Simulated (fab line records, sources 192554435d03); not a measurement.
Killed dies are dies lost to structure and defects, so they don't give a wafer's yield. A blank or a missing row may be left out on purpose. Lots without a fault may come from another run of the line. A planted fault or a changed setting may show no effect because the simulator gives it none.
A struck lot beside a sound one | flow n5_finfet | 16 steps out of a route of 1938
Sound: wafers L298.3, L298.5, L298.6. Struck: wafer L311.2. (L311.4 of the same lot was not struck and is left out.) The cause comes at the end.
At each step with rows: each side's tool, then ch and its chambers, then its first start. Under that, the readings that differ: sound wafers | struck wafers | difference of the means | sigmas: that difference in standard deviations of wafers without a fault.
alike: readings whose means differ by less than 2 such deviations, and words and numbers that are the same on both sides. not compared: withheld readings, readings that some wafer has no value for, bounds like >300 that may hide the same value, and numbers for which the record gives no deviation and whose values overlap.
The two part at a step that has a row with sigmas, a row that says differs or no value, or rows on one side only. Numbers that don't overlap but have no deviation are shown without sigmas and don't part them. A reading that every wafer of one side lacks parts them only if that side has two wafers or more.

N5_MOL_CONTACT_COAG_CD_MEAS_08: target cd 28 nm.
  sound on cd_sem-02 ch 0, day 5 10:07; struck on cd_sem-02 ch 0, day 8 12:19
  alike: cd_nm
N5_MOL_CONTACT_COAG_OVL_MEAS_09:
  sound on overlay-02 ch 0, day 5 10:10; struck on overlay-02 ch 0, day 8 12:22
  alike: CA_OVL
N5_MOL_CONTACT_COAG_INSPECT_10: inspects for defects (brightfield).
  sound on defect_inspect-02, day 5 10:12; struck on defect_inspect-01, day 8 12:25
  alike: raw_defect_count
then, 1 step without rows for these wafers: N5_MOL_CONTACT_COAG_DESCUM_13 (chemistry O2, time 7 s).
N5_MOL_CONTACT_COAG_ETCH_59: etches underlayer in N2/H2, target depth 13 nm, time 10.4 s.
  sound on rie_diel-01 ch 0,1,2, day 5 10:16; struck on rie_diel-01 ch 1, day 8 12:29
  reading                | sound             | struck | difference | sigmas
  oes_product_au (a.u.)  | 0.58 0.57 0.64    | 0.78   | +0.18      | +2
  throttle_valve_pct (%) | 18.43 17.95 17.70 | 17.55  | -0.48      | -2
  alike: bias_w, drypump_motor_current_A, etch_rf_on_time_s, rf_vpp_V, showerhead_plenum_p_Torr
  not compared: rf_hours_counter_h
N5_MOL_CONTACT_COAG_ETCH_105: etches SiARC in CF4, target depth 15.6 nm, time 26 s.
  sound on rie_diel-01 ch 0,1,2, day 5 10:17; struck on rie_diel-01 ch 1, day 8 12:30
  reading                | sound             | struck | difference | sigmas
  oes_product_au (a.u.)  | 0.59 0.58 0.64    | 0.78   | +0.18      | +2
  throttle_valve_pct (%) | 16.13 15.71 15.47 | 15.27  | -0.50      | -2
  alike: bias_w, drypump_motor_current_A, etch_rf_on_time_s, rf_vpp_V, showerhead_plenum_p_Torr
  not compared: rf_hours_counter_h
N5_MOL_CONTACT_COAG_ETCH_106: etches SOC in N2/H2, target depth 80 nm, overetch 16 nm, time 120 s.
  sound on rie_diel-01 ch 0,1,2, day 5 10:19; struck on rie_diel-01 ch 1, day 8 12:32
  reading                | sound             | struck | difference | sigmas
  throttle_valve_pct (%) | 18.41 17.91 17.66 | 17.53  | -0.46      | -2
  alike: bias_w, drypump_motor_current_A, oes_product_au, rf_vpp_V, showerhead_plenum_p_Torr
  not compared: rf_hours_counter_h
then, 4 steps without rows for these wafers: N5_MOL_CONTACT_COAG_STRIP_107 (strips in N2/H2); N5_MOL_CONTACT_COAG_STRIP_108 (strips in N2/H2); N5_MOL_CONTACT_COAG_CONTACT_ETCH_14 (etches SiO2 in C4F6/O2, target depth 27.5 nm, overetch 8.5 nm, time 20 s); N5_MOL_CONTACT_COAG_STRIP_109 (strips in C4F6/O2).
N5_MOL_CONTACT_COAG_ETCH_15: etches SiNx in CH3F/O2, stops on Si:P, target depth 7 nm.
  sound on rie_diel-01 ch 0,1,2, day 5 10:27; struck on rie_diel-01 ch 1, day 8 12:40
  reading                | sound             | struck | difference | sigmas
  throttle_valve_pct (%) | 16.86 16.44 16.21 | 16.00  | -0.50      | -2
  alike: bias_w, drypump_motor_current_A, oes_product_au, rf_vpp_V, showerhead_plenum_p_Torr
  not compared: rf_hours_counter_h
N5_MOL_CONTACT_COAG_ETCH_110: etches Si in CF4/O2, target depth 2.5 nm, time 8 s.
  sound on rie_diel-01 ch 0,1,2, day 5 10:31; struck on rie_diel-01 ch 1, day 8 12:43
  reading                  | sound             | struck | difference | sigmas
  throttle_valve_pct (%)   | 11.33 10.99 10.66 | 10.35  | -0.64      | -2
  model.etch.depth_nm (nm) | 2.433 2.434 2.484 | 1.933  | -0.517     |
  alike: bias_w, drypump_motor_current_A, oes_product_au, rf_vpp_V, showerhead_plenum_p_Torr
  not compared: rf_hours_counter_h, model.SOC_of_MOL_CONTACT_COAG_COAT_103.thk_nm
N5_MOL_CONTACT_COAG_STRIP_98: strips in N2/H2.
  sound on rie_diel-01 ch 0,1,2, day 5 10:34; struck on rie_diel-01 ch 1, day 8 12:46
  reading               | sound          | struck | difference | sigmas
  oes_product_au (a.u.) | 0.68 0.67 0.75 | 0.92   | +0.22      | +2
  alike: drypump_motor_current_A, rf_vpp_V, showerhead_plenum_p_Torr, throttle_valve_pct
  not compared: rf_hours_counter_h
-- the record jumps here: 3 days lie between the struck wafers' starts before and after (it left off in module MOL_CONTACT_COAG and takes up again in module BEOL_M4, whose first step shown is number 1111 of the route) --
N5_BEOL_M4_RC_MEAS_101:
  sound on prober-01 ch 0, day 8 11:04; struck on prober-02 ch 0, day 11 13:17
  reading        | sound             | struck | difference | sigmas
  DIBL_N (mV/V)  | 35.9 34.2 35.9    | 38.5   | +3.2       | +2
  IOFF_N (nA/um) | 0.143 0.128 0.141 | 0.184  | +0.047     | +2
  ION_N (uA/um)  | 666 666 668       | 688    | +21        | +2
  alike: DIBL_P, IOFF_P, ION_P, SS_N, SS_P, VT_N, VT_P
-- the record jumps here: 4 days lie between the struck wafers' starts before and after (it left off in module BEOL_M4 and takes up again in module PASSIVATION, whose first step shown is number 1936 of the route) --
N5_PASSIVATION_PROBE_49:
  the record has rows for the struck wafers here (prober-02, day 15 20:48) and none for the sound ones

WHERE THEY PART
First at N5_MOL_CONTACT_COAG_ETCH_59; last, within this record, at N5_PASSIVATION_PROBE_49.

WHY: what the simulator had put in
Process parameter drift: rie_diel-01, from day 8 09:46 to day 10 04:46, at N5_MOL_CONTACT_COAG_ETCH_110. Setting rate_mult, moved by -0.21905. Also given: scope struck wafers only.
